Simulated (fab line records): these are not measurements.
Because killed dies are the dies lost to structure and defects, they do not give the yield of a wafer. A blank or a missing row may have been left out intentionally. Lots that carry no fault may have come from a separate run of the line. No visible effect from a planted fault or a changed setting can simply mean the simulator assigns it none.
8D (eight disciplines) problem report, filled in by code || flow n5Finfet || the parts of the form that need people (team, actions taken, sign-off) are left out

## 1. THE PROBLEM
Wafers without a fault read 30.4 s, standard deviation 0.82; barrierFieldEndpointS at N5_BEOL_M12_CMP_49 reads a mean of 16.6 s on 3 wafers belonging to 3 lots. Relative to the usual mean, that is a shift of -17 standard deviations.
The step: polishes, stops on SiOC, t overpolish 20.6 s, target thk 320 nm.
First observed at day 14 21:09: wafer L736.4, on cmp-02. Wafers with a number at this step in the record: 20, from 7 lots. Rule for "out", or "out of limits": more than 4 standard deviations from the usual mean. The other wafers with a number count as sound.

## 2. WHAT IT IS, WHAT IT ISN'T
{"question": "which readings at this step", "is": "barrierFieldEndpointS", "is not": "motorCurrentA, overpolishRunS, slurryFlowMlMin"}
{"question": "which lots", "is": "L736, L740, L743", "is not": "L732, L733, L735, L737"}
{"question": "which wafers of those lots", "is": "L736.4, L740.6, L743.6", "is not": "L736.1, L736.2, L740.2, L740.3, L743.5"}
{"question": "read on which tools", "is": "cmp-02", "is not": "cmp-03"}
{"question": "when", "is": "from day 14 21:09", "is not": "up to then (11 sound wafers); but 6 sound wafers of L737, L740, L743 came after"}

## 3. THE SUSPECTS, EACH WITH WHAT RULES IT OUT
Counting: a tool at a process step up to the reading stays a suspect if it ran every lot that is out. Sound lots after the first of them don't rule it out here, since some wafers of a struck lot are sound.
- rtpAnneal-01 at N5_BEOL_M12_ANNEAL_48 (time 90 s): kept. Every lot that is out went through it, the first being L736 (day 14 20:51); the last sound lot it ran before that was L735 (day 14 19:57).
- cmp-02 at N5_BEOL_M12_CMP_49 (polishes, stops on SiOC, t overpolish 20.6 s, target thk 320 nm): kept. Every lot that is out went through it, the first being L736 (day 14 21:09); the last sound lot it ran before that was L732 (day 14 06:41). Its own barrierFieldEndpointS readings are out on those wafers.
Left after counting: rtpAnneal-01 at N5_BEOL_M12_ANNEAL_48, cmp-02 at N5_BEOL_M12_CMP_49.

## 4. THE CAUSE (what the simulator had put in)
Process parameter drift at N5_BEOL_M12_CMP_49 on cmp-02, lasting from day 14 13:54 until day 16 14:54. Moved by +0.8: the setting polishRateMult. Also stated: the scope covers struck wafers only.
Counting left 2 suspects, and this tool is among them.

## 5. THE EFFECT CHAIN, in route order
Rows list readings where the struck wafers' mean (over those with a number) sits beyond 3 standard deviations from the usual. Readings are gone through only where the record gives a usual standard deviation; hours: the median, over the lots, of the time from a lot's start at the first step in this table giving one to that lot's start at this step; sigmas: the change measured in usual standard deviations.
{"hours": 0, "step": "N5_BEOL_M12_CMP_49", "reading": "barrierFieldEndpointS", "usual": "30.4 s", "on struck wafers": 16.6, "change": -13.8, "sigmas": -17}
Process steps it contains:
- N5_BEOL_M12_CMP_49: polishes, stops on SiOC, t overpolish 20.6 s, target thk 320 nm.

## 6. HOW IT WOULD HAVE BEEN CAUGHT EARLIER
First out-of-limits reading in this record: day 14 21:09, which is 7 hours after fault onset at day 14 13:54.
